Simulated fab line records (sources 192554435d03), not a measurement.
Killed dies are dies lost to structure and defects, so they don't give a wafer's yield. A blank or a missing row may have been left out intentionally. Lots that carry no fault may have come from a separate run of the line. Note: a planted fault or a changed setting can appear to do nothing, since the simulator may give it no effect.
Which of the tools did it?	flow n5 finfet	63 wafers from 21 lots sampled at 6 of the route's 1938 steps

== WHAT EACH GAUGE READ, for each wafer ==
N5_BEOL_M11_CD_MEAS_18: pitch 140 nm, target cd 70 nm.
lot	measured	on	cd nm (nm)
L075	day 10 23:07	cd sem-02	69.7 69.9 69.9
L074	day 10 23:27	cd sem-01	70.1 69.9 69.7
L076	day 11 03:34	cd sem-02	70.0 69.9 70.1
L078	day 11 08:11	cd sem-03	70.2 70.2 70.5
L079	day 11 12:48	cd sem-02	69.9 70.2 69.6
L080	day 12 05:22	cd sem-01	70.4 70.1 69.7
L082	day 12 22:20	cd sem-03	70.2 70.0 70.2
L083	day 13 00:03	cd sem-03	69.4 69.7 69.1
L084	day 13 11:40	cd sem-01	69.9 69.8 70.8
L085	day 13 11:55	cd sem-03	70.2 69.5 69.4
L088	day 13 21:36	cd sem-02	70.6 70.1 70.0
L089	day 14 05:02	cd sem-01	70.0 70.2 69.5
L086	day 14 05:11	cd sem-03	69.2 69.7 69.2
L090	day 14 07:45	cd sem-01	69.1 69.9 70.0
L092	day 14 21:45	cd sem-02	70.0 70.3 69.4
L091	day 15 00:50	cd sem-03	69.3 69.6 69.8
L095	day 15 11:25	cd sem-03	69.5 68.7 69.7
L093	day 15 11:32	cd sem-02	68.7 68.6 69.4
L094	day 15 19:18	cd sem-02	69.6 70.2 70.7
L096	day 15 19:47	cd sem-01	69.7 69.6 70.1
L097	day 16 02:13	cd sem-03	69.6 69.2 69.5

N5_BEOL_M11_INSPECT_58: inspects for defects (darkfield).
lot	measured	on	raw defect count
L075	day 11 06:12	defect inspect-01	135 72 81
L074	day 11 04:31	defect inspect-01	57 58 74
L076	day 11 08:42	defect inspect-02	49 41 100
L078	day 11 14:15	defect inspect-02	105 96 100
L079	day 11 19:01	defect inspect-02	35 48 87
L080	day 12 12:12	defect inspect-01	90 74 125
L082	day 13 03:32	defect inspect-01	70 56 110
L083	day 13 06:14	defect inspect-02	118 115 170
L084	day 13 16:35	defect inspect-01	89 97 63
L085	day 13 18:00	defect inspect-02	77 80 86
L088	day 14 02:08	defect inspect-02	51 85 55
L089	day 14 10:11	defect inspect-02	56 42 35
L086	day 14 10:27	defect inspect-02	89 77 83
L090	day 14 11:57	defect inspect-02	82 84 93
L092	day 15 01:59	defect inspect-01	100 90 152
L091	day 15 06:26	defect inspect-01	124 88 76
L095	day 15 16:15	defect inspect-02	93 133 114
L093	day 15 16:57	defect inspect-02	70 106 52
L094	day 15 22:57	defect inspect-01	78 108 72
L096	day 15 23:55	defect inspect-01	65 105 96
L097	day 16 09:11	defect inspect-01	128 100 121

== WHAT TOOL EACH LOT RAN ON (gives the tool, then ch and the chambers of the sampled wafers, and finally the start) ==
lot	N5_BEOL_M11_PECVD_70	N5_BEOL_M11_DESCUM_33	N5_BEOL_M11_ETCH_65	N5_BEOL_M11_ETCH_41
L075	pecvd-04 ch 0,2, day 10 19:49	rie diel-02 ch 1,2, day 11 01:54	rie diel-02 ch 1,2, day 11 01:56	rie diel-02 ch 1,2, day 11 06:12 or earlier
L074	pecvd-04 ch 1,2, day 10 21:04	rie diel-04 ch 0,2,3, day 11 01:19	rie diel-04 ch 0,2,3, day 11 01:21	rie diel-04 ch 0,2,3, day 11 04:31 or earlier
L076	pecvd-01 ch 1,2, day 11 00:57	rie diel-02 ch 1,2, day 11 04:04	rie diel-02 ch 1,2, day 11 04:06	rie diel-02 ch 1,2, day 11 08:42 or earlier
L078	pecvd-01 ch 0,1,2, day 11 06:37	rie diel-04 ch 0,1,3, day 11 10:53	rie diel-04 ch 0,1,3, day 11 10:55	rie diel-04 ch 0,1,3, day 11 14:15 or earlier
L079	pecvd-01 ch 0,1,2, day 11 08:36	rie diel-02 ch 0,3, day 11 14:43	rie diel-02 ch 0,3, day 11 14:45	rie diel-02 ch 0,3, day 11 19:01 or earlier
L080	pecvd-01 ch 1,2, day 12 00:43	rie diel-02 ch 1,2, day 12 08:34	rie diel-02 ch 1,2, day 12 08:35	rie diel-02 ch 1,2, day 12 12:12 or earlier
L082	pecvd-04 ch 0,1, day 12 18:02	rie diel-02 ch 0,1, day 13 00:10	rie diel-02 ch 0,1, day 13 00:11	rie diel-02 ch 0,1, day 13 03:32 or earlier
L083	pecvd-01 ch 1,2, day 12 22:01	rie diel-06 ch 0,1,3, day 13 01:17	rie diel-06 ch 0,1,3, day 13 01:19	rie diel-06 ch 0,1,3, day 13 06:14 or earlier
L084	pecvd-01 ch 0,1,2, day 13 08:48	rie diel-04 ch 0,1,3, day 13 13:32	rie diel-04 ch 0,1,3, day 13 13:34	rie diel-04 ch 0,1,3, day 13 16:35 or earlier
L085	pecvd-04 ch 0,2, day 13 09:00	rie diel-04 ch 1,3, day 13 14:00	rie diel-04 ch 1,3, day 13 14:02	rie diel-04 ch 1,3, day 13 18:00 or earlier
L088	pecvd-03 ch 0,1,2, day 13 20:26	rie diel-04 ch 2,3, day 13 22:23	rie diel-04 ch 2,3, day 13 22:25	rie diel-04 ch 2,3, day 14 02:08 or earlier
L089	pecvd-03 ch 1,2, day 14 02:29	rie diel-04 ch 1,2,3, day 14 05:56	rie diel-04 ch 1,2,3, day 14 05:58	rie diel-04 ch 1,2,3, day 14 10:11 or earlier
L086	pecvd-03 ch 0,1, day 14 02:43	rie diel-04 ch 2,3, day 14 06:23	rie diel-04 ch 2,3, day 14 06:25	rie diel-04 ch 2,3, day 14 10:27 or earlier
L090	pecvd-01 ch 0,1,2, day 14 05:37	rie diel-04 ch 0,2, day 14 08:14	rie diel-04 ch 0,2, day 14 08:16	rie diel-04 ch 0,2, day 14 11:57 or earlier
L092	pecvd-04 ch 1,2, day 14 19:29	rie diel-06 ch 1,2, day 14 23:09	rie diel-06 ch 1,2, day 14 23:11	rie diel-06 ch 1,2, day 15 01:59 or earlier
L091	pecvd-01 ch 0,1,2, day 14 22:54	rie diel-04 ch 0,1,3, day 15 01:41	rie diel-04 ch 0,1,3, day 15 01:43	rie diel-04 ch 0,1,3, day 15 06:26 or earlier
L095	pecvd-01 ch 0,2, day 15 08:26	rie diel-04 ch 0,1,2, day 15 12:47	rie diel-04 ch 0,1,2, day 15 12:50	rie diel-04 ch 0,1,2, day 15 16:15 or earlier
L093	pecvd-04 ch 0,1,2, day 15 09:59	rie diel-02 ch 1,2,3, day 15 13:01	rie diel-02 ch 1,2,3, day 15 13:02	rie diel-02 ch 1,2,3, day 15 16:57 or earlier
L094	pecvd-04 ch 1,2, day 15 15:57	rie diel-06 ch 0,1,2, day 15 19:47	rie diel-06 ch 0,1,2, day 15 19:50	rie diel-06 ch 0,1,2, day 15 22:57 or earlier
L096	pecvd-01 ch 1,2, day 15 17:55	rie diel-02 ch 0,1, day 15 20:26	rie diel-02 ch 0,1, day 15 20:29	rie diel-02 ch 0,1, day 15 23:55 or earlier
L097	pecvd-01 ch 0,1,2, day 15 23:44	rie diel-04 ch 0,1,3, day 16 05:21	rie diel-04 ch 0,1,3, day 16 05:23	rie diel-04 ch 0,1,3, day 16 09:11 or earlier
- N5_BEOL_M11_PECVD_70: deposits SiO2 from TEOS/O2, target thk 20 nm, time 22.7 s.
- N5_BEOL_M11_DESCUM_33: chemistry O2, time 7.9 s.
- N5_BEOL_M11_ETCH_65: etches SiARC in CF4, target depth 39 nm, time 65 s.
- N5_BEOL_M11_ETCH_41: etches SiCN in CH3F/O2, target depth 42.6 nm, time 86 s.

== AS READ BY THE TOOLS THEMSELVES (means over the sampled wafers that have a number; for cases with no such wafer, the mark the record gives instead) ==
N5_BEOL_M11_PECVD_70.
lot	tool	heater power w (W)	rf fwd power W (W)	showerhead plenum p Torr (Torr)	throttle valve pct (%)
L075	pecvd-04	752	443.9	8.85	21.3
L074	pecvd-04	795	446.0	8.84	21.8
L076	pecvd-01	766	445.8	8.73	22.0
L078	pecvd-01	724	444.8	8.71	22.7
L079	pecvd-01	769	444.8	8.72	22.5
L080	pecvd-01	797	445.2	8.83	22.8
L082	pecvd-04	790	445.7	8.76	23.6
L083	pecvd-01	731	446.2	8.81	22.7
L084	pecvd-01	770	444.4	8.72	22.6
L085	pecvd-04	634	444.5	8.82	21.9
L088	pecvd-03	721	443.7	8.81	21.8
L089	pecvd-03	757	444.9	8.78	21.2
L086	pecvd-03	684	446.9	8.75	21.8
L090	pecvd-01	740	443.8	8.72	22.7
L092	pecvd-04	726	444.6	8.85	22.0
L091	pecvd-01	728	444.5	8.71	22.7
L095	pecvd-01	668	444.2	8.63	22.0
L093	pecvd-04	697	445.2	8.83	22.4
L094	pecvd-04	771	444.7	8.82	23.0
L096	pecvd-01	762	445.3	8.82	22.8
L097	pecvd-01	801	443.4	8.72	22.7

N5_BEOL_M11_DESCUM_33.
lot	tool	drypump motor current A (A)	oes product au (a.u.)	rf fwd power W (W)	rf vpp V (V)	showerhead plenum p Torr (Torr)	throttle valve pct (%)
L075	rie diel-02	5.50	0.73	49.35	241.6	2.03	20.48
L074	rie diel-04	5.70	0.78	49.18	243.1	2.09	20.44
L076	rie diel-02	5.69	0.72	49.67	243.7	2.05	20.64
L078	rie diel-04	5.85	0.79	49.35	244.2	2.16	20.70
L079	rie diel-02	5.76	0.91	49.37	243.1	2.12	20.41
L080	rie diel-02	5.53	0.73	49.41	241.9	2.03	20.51
L082	rie diel-02	5.95	0.70	49.57	242.4	2.06	20.78
L083	rie diel-06	5.98	0.87	49.48	243.5	2.10	20.44
L084	rie diel-04	5.85	0.78	49.40	244.4	2.16	20.70
L085	rie diel-04	5.70	0.76	49.32	242.3	2.12	20.69
L088	rie diel-04	5.68	0.81	49.28	242.0	2.05	20.13
L089	rie diel-04	5.84	0.81	49.40	242.7	2.11	20.39
L086	rie diel-04	5.59	0.74	49.24	242.2	2.06	20.43
L090	rie diel-04	5.84	0.82	49.23	242.8	2.08	20.16
L092	rie diel-06	5.84	0.75	49.20	243.9	2.14	20.46
L091	rie diel-04	5.85	0.76	49.34	244.8	2.15	20.74
L095	rie diel-04	5.96	0.82	49.34	243.2	2.14	20.44
L093	rie diel-02	5.60	0.85	49.40	242.3	2.06	20.39
L094	rie diel-06	5.85	0.82	49.22	244.2	2.14	20.44
L096	rie diel-02	6.02	0.78	49.36	242.5	2.06	20.67
L097	rie diel-04	5.85	0.86	49.38	244.7	2.15	20.61

N5_BEOL_M11_ETCH_65.
lot	tool	drypump motor current A (A)	etch rf on time s (s)	oes product au (a.u.)	rf fwd power W (W)	rf vpp V (V)	showerhead plenum p Torr (Torr)	throttle valve pct (%)
L075	rie diel-02	5.52	65.5	0.63	540.0	182.6	2.08	15.64
L074	rie diel-04	5.68	63.9	0.67	535.8	183.6	2.14	15.62
L076	rie diel-02	5.70	65.7	0.61	539.4	183.9	2.09	15.82
L078	rie diel-04	5.85	63.8	0.68	537.9	184.6	2.20	15.84
L079	rie diel-02	5.75	65.0	0.77	539.9	184.2	2.17	15.57
L080	rie diel-02	5.51	64.7	0.63	539.8	182.9	2.07	15.66
L082	rie diel-02	5.95	66.1	0.59	538.8	183.9	2.12	16.00
L083	rie diel-06	5.98	65.3	0.74	537.7	183.8	2.15	15.56
L084	rie diel-04	5.87	64.6	0.66	538.7	184.7	2.19	15.85
L085	rie diel-04	5.73	65.0	0.65	537.6	184.6	2.16	15.81
L088	rie diel-04	5.70	63.4	0.70	535.9	183.0	2.10	15.30
L089	rie diel-04	5.83	64.2	0.70	536.8	183.7	2.15	15.53
L086	rie diel-04	5.57	63.6	0.65	534.3	184.1	2.10	15.61
L090	rie diel-04	5.79	63.3	0.71	535.7	183.9	2.12	15.36
L092	rie diel-06	5.84	64.4	0.65	536.6	185.0	2.19	15.70
L091	rie diel-04	5.85	64.8	0.65	538.7	184.4	2.19	15.87
L095	rie diel-04	5.96	63.4	0.70	537.2	184.9	2.18	15.58
L093	rie diel-02	5.60	64.8	0.73	540.4	183.2	2.11	15.52
L094	rie diel-06	5.86	63.7	0.70	538.3	184.7	2.19	15.63
L096	rie diel-02	6.02	66.1	0.66	539.0	184.5	2.11	15.83
L097	rie diel-04	5.85	64.2	0.73	536.6	184.3	2.19	15.72

N5_BEOL_M11_ETCH_41.
lot	tool	O2_flow_sccm (sccm)	drypump motor current A (A)	oes product au (a.u.)	rf fwd power W (W)	rf vpp V (V)	showerhead plenum p Torr (Torr)	throttle valve pct (%)
L075	rie diel-02	20.04	5.53	0.74	392.0	296.3	1.94	16.37
L074	rie diel-04	20.05	5.71	0.78	391.6	297.1	2.00	16.32
L076	rie diel-02	20.03	5.69	0.72	392.0	296.4	1.95	16.53
L078	rie diel-04	20.00	5.84	0.79	392.3	299.1	2.05	16.54
L079	rie diel-02	20.02	5.76	0.91	391.0	296.9	2.02	16.25
L080	rie diel-02	20.02	5.54	0.73	393.1	296.0	1.93	16.38
L082	rie diel-02	20.01	5.94	0.69	390.5	297.2	1.98	16.71
L083	rie diel-06	20.02	5.98	0.87	392.4	297.0	2.00	16.25
L084	rie diel-04	20.00	5.86	0.78	391.7	297.9	2.05	16.56
L085	rie diel-04	20.04	5.72	0.77	393.2	298.4	2.02	16.54
L088	rie diel-04	19.98	5.69	0.81	390.4	295.9	1.96	16.03
L089	rie diel-04	20.06	5.84	0.82	391.3	297.8	2.01	16.25
L086	rie diel-04	20.01	5.58	0.76	392.6	297.0	1.96	16.33
L090	rie diel-04	19.95	5.84	0.82	391.4	297.0	1.99	16.04
L092	rie diel-06	20.00	5.83	0.76	391.1	297.6	2.05	16.39
L091	rie diel-04	20.04	5.85	0.77	390.6	299.0	2.05	16.58
L095	rie diel-04	20.02	5.97	0.82	392.3	297.7	2.04	16.30
L093	rie diel-02	20.06	5.61	0.85	393.5	296.1	1.96	16.23
L094	rie diel-06	20.01	5.85	0.81	392.3	298.4	2.04	16.31
L096	rie diel-02	20.00	6.03	0.78	391.5	296.4	1.97	16.55
L097	rie diel-04	20.02	5.85	0.86	392.1	298.7	2.05	16.42

== THE ANSWER, worked out from the rows above alone ==
Rule: what is usual is taken from the lots themselves. Put in order of their means at a reading, lots are off if they are a third of the lots or fewer, leave a main group of 4 or more, and stand apart from it by a gap of 3 or more times the standard deviation of the main group's means; of several such gaps the widest counts. A main group is skipped when, at the precision printed for the reading in the tables above, its means are all equal. A lot without any number at a reading at which 4 lots or more have one is off too. Any other lot the step has rows for is counted as sound. Order of review: gauges by route order, followed by the tools' own readings, for which a lot's mean as printed above is used. The first step at which some lot is off is used, and at that step the reading that is off furthest; a lot without a number counts as furthest.
None of the lots is off at any reading shown; this tells nothing.

== WHAT THE SIMULATOR HAD INSERTED ==
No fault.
